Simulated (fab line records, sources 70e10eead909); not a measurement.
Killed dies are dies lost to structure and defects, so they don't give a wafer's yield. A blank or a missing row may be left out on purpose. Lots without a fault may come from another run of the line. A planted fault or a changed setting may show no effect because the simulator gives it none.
Which tool did it? | flow nand_harc | 12 lots, 36 wafers sampled, at 7 steps of a route of 1159

WHAT THE GAUGES READ, wafer by wafer
NHARC_A_BONDPAD_THK_MEAS_20: measures by xrf.
lot  | measured     | on            | thk_nm (nm)
L407 | day 17 16:43 | film_metro-01 | 173.1 168.9 170.3
L409 | day 18 08:59 | film_metro-01 | 168.6 166.3 166.1
L410 | day 18 11:49 | film_metro-02 | 167.7 171.0 168.3
L411 | day 18 17:34 | film_metro-02 | 403.2 396.7 395.7
L412 | day 18 22:16 | film_metro-02 | 399.7 397.6 399.9
L415 | day 19 14:53 | film_metro-02 | 402.0 396.4 402.8
L421 | day 22 02:58 | film_metro-01 | 170.8 172.5 171.2
L425 | day 22 21:51 | film_metro-01 | 169.8 169.6 169.6
L427 | day 23 06:35 | film_metro-02 | 170.2 171.6 168.8
L428 | day 23 07:11 | film_metro-01 | 170.1 166.5 169.5
L429 | day 23 11:56 | film_metro-02 | 169.2 169.2 169.1
L430 | day 23 21:11 | film_metro-01 | 173.3 169.8 172.0

NHARC_A_BONDPAD_INSPECT_23.
lot  | measured     | on                | raw_defect_count
L407 | day 17 16:57 | defect_inspect-01 | 409 427 338
L409 | day 18 09:12 | defect_inspect-01 | 422 434 414
L410 | day 18 12:02 | defect_inspect-02 | 382 431 391
L411 | day 18 17:47 | defect_inspect-01 | 3282 3276 3313
L412 | day 18 22:32 | defect_inspect-02 | 3095 3104 3221
L415 | day 19 15:05 | defect_inspect-01 | 3266 3192 3192
L421 | day 22 03:11 | defect_inspect-01 | 415 482 582
L425 | day 22 22:04 | defect_inspect-02 | 267 363 403
L427 | day 23 06:49 | defect_inspect-01 | 382 714 558
L428 | day 23 07:24 | defect_inspect-02 | 518 414 444
L429 | day 23 12:10 | defect_inspect-01 | 323 489 489
L430 | day 23 21:25 | defect_inspect-02 | 577 635 639

NHARC_HYBRID_BOND_OVL_MEAS_05.
lot  | measured     | on         | overlay_x_nm (nm) | overlay_y_nm (nm)
L407 | day 18 02:03 | overlay-01 | -49 21 -14        | 16 -51 47
L409 | day 18 15:44 | overlay-01 | -36 -31 -43       | 13 -90 -1
L410 | day 18 23:47 | overlay-02 | 31 -35 -21        | -17 -74 34
L421 | day 22 12:53 | overlay-02 | 21 35 25          | -10 8 81
L425 | day 23 09:31 | overlay-02 | -14 37 11         | -6 21 -7
L427 | day 23 16:33 | overlay-01 | 41 28 -10         | -9 15 21
L428 | day 23 16:34 | overlay-02 | -2 94 21          | 39 67 -2
L429 | day 23 23:20 | overlay-02 | -19 -24 -49       | 23 -11 -6
L430 | day 24 08:07 | overlay-01 | -9 51 21          | 16 54 79

NHARC_HYBRID_BOND_INSPECT_06: inspects for defects (ir void).
lot  | measured     | on                | raw_defect_count
L407 | day 18 02:06 | defect_inspect-01 | 38 37 29
L409 | day 18 15:48 | defect_inspect-02 | 31 34 30
L410 | day 18 23:50 | defect_inspect-02 | 28 21 19
L421 | day 22 12:56 | defect_inspect-02 | 49 61 47
L425 | day 23 09:35 | defect_inspect-02 | 25 27 19
L427 | day 23 16:37 | defect_inspect-02 | 31 45 32
L428 | day 23 16:37 | defect_inspect-01 | 40 39 41
L429 | day 23 23:23 | defect_inspect-02 | 57 59 57
L430 | day 24 08:10 | defect_inspect-02 | 17 21 21

NHARC_END_SORT_01.
lot  | measured     | on        | defect_limited_yield (%) | killed_at_array | killed_at_other | killed_at_periphery | killed_dies | killed_open | killed_short | sort_bin_2_pct (%) | sort_bin_3_pct (%) | sort_bin_4_pct (%) | sort_n_pass | sort_rim_yield_pct (%) | sort_yield_pct (%)
L411 | day 20 08:23 | prober-01 | 0 0 0                    | 669 668 667     | 0 2 1           | 8 7 9               | 677 677 677 | 3 6 5       | 1 2 3        | 0.9 1.0 0.7        | 96.31 96.31 96.90  | 2.8 2.7 2.4        | 0 0 0       | 0 0 0                  | 0 0 0
L412 | day 20 01:16 | prober-02 | 0 0 0                    | 675 674 674     | 0 0 0           | 2 3 3               | 677 677 677 | 2 5 3       | 1 0 1        | 1.0 1.2 1.0        | 95.57 96.31 96.75  | 3.4 2.5 2.2        | 0 0 0       | 0 0 0                  | 0 0 0
L415 | day 20 21:31 | prober-02 | 0 0 0                    | 664 670 672     | 6 6 1           | 7 1 4               | 677 677 677 | 6 3 0       | 0 2 1        | 2.2 2.4 1.0        | 93.65 94.24 96.16  | 4.1 3.4 2.8        | 0 0 0       | 0 0 0                  | 0 0 0

WHICH TOOL RAN EACH LOT (tool, then ch and the chambers of the sampled wafers, then the start)
lot  | NHARC_A_BONDPAD_ANNEAL_28        | NHARC_A_BONDPAD_CMP_19
L407 | rtp_anneal-01 ch 0, day 17 16:03 | cmp-01 ch 1,2, day 17 16:26
L409 | rtp_anneal-01 ch 0, day 18 08:26 | cmp-04 ch 1,2,3, day 18 08:44
L410 | rtp_anneal-01 ch 0, day 18 11:07 | cmp-03 ch 0,1,2, day 18 11:31
L411 | rtp_anneal-01 ch 0, day 18 16:54 | cmp-04 ch 0,3, day 18 17:15
L412 | rtp_anneal-02 ch 0, day 18 21:35 | cmp-03 ch 0,1, day 18 21:56
L415 | rtp_anneal-01 ch 0, day 19 14:12 | cmp-01 ch 0,1, day 19 14:33
L421 | rtp_anneal-01 ch 0, day 22 02:21 | cmp-04 ch 0,1, day 22 02:40
L425 | rtp_anneal-02 ch 0, day 22 21:17 | cmp-01 ch 0,1,3, day 22 21:35
L427 | rtp_anneal-02 ch 0, day 23 05:56 | cmp-04 ch 0,1, day 23 06:18
L428 | rtp_anneal-01 ch 0, day 23 06:32 | cmp-03 ch 1,2,3, day 23 06:52
L429 | rtp_anneal-02 ch 0, day 23 11:16 | cmp-03 ch 0,2,3, day 23 11:40
L430 | rtp_anneal-02 ch 0, day 23 20:37 | cmp-01 ch 1,3, day 23 20:53
- NHARC_A_BONDPAD_ANNEAL_28: time 90 s.
- NHARC_A_BONDPAD_CMP_19: polishes, t overpolish 30 s, cu recess touch 16 s, target thk 169.8 nm.

WHAT THE TOOLS THEMSELVES READ (means of the sampled wafers that have a number; where no wafer has one, the mark that the record gives instead)
NHARC_A_BONDPAD_ANNEAL_28.
lot  | tool          | wafer_temp_C_max
L407 | rtp_anneal-01 | 226.1
L409 | rtp_anneal-01 | 226.0
L410 | rtp_anneal-01 | 226.3
L411 | rtp_anneal-01 | 226.2
L412 | rtp_anneal-02 | 225.7
L415 | rtp_anneal-01 | 226.2
L421 | rtp_anneal-01 | 226.0
L425 | rtp_anneal-02 | 225.6
L427 | rtp_anneal-02 | 225.6
L428 | rtp_anneal-01 | 226.2
L429 | rtp_anneal-02 | 225.5
L430 | rtp_anneal-02 | 225.7

NHARC_A_BONDPAD_CMP_19.
lot  | tool   | edge_zone_pressure_frac | motor_current_A (A) | overpolish_run_s (s)
L407 | cmp-01 | 1.002                   | 12.4                | 29.996
L409 | cmp-04 | 0.996                   | 11.4                | 30.003
L410 | cmp-03 | 1.000                   | 13.1                | 29.997
L411 | cmp-04 | -                       | -                   | -
L412 | cmp-03 | -                       | -                   | -
L415 | cmp-01 | -                       | -                   | -
L421 | cmp-04 | 0.994                   | 13.2                | 29.993
L425 | cmp-01 | 1.002                   | 12.1                | 30.002
L427 | cmp-04 | 1.006                   | 12.9                | 29.998
L428 | cmp-03 | 0.994                   | 13.6                | 30.008
L429 | cmp-03 | 0.995                   | 12.5                | 30.002
L430 | cmp-01 | 0.994                   | 12.2                | 29.997

THE ANSWER, worked out from the rows above alone
Rule: what is usual is taken from the lots themselves. Put in order of their means at a reading, lots are off if they are a third of the lots or fewer, leave a main group of 4 or more, and stand apart from it by a gap of 3 or more times the standard deviation of the main group's means; of several such gaps the widest counts. A main group whose means are all the same, to the digits that the tables above print for the reading, isn't used. A lot without any number at a reading at which 4 lots or more have one is off too. The other lots that the step has rows for count as sound. The gauges are gone through in route order, then the tools' own readings, and for those a lot's mean is taken as printed above. The first step at which some lot is off is used, and at that step the reading that is off furthest; a lot without a number counts as furthest.
Off: L411, L412, L415, at NHARC_A_BONDPAD_THK_MEAS_20 (thk_nm). The main group: mean 169.7 nm, standard deviation 1.4.
A tool fits if, at a process step before that reading, it ran every lot that is off, and no sound lot after the first of them. The gauges at NHARC_A_BONDPAD_THK_MEAS_20 aren't tried: what is off there is off at NHARC_A_BONDPAD_INSPECT_23 too, on other tools, and a gauge's error can't cause that. None of those tried fits.

WHAT THE SIMULATOR HAD PUT IN
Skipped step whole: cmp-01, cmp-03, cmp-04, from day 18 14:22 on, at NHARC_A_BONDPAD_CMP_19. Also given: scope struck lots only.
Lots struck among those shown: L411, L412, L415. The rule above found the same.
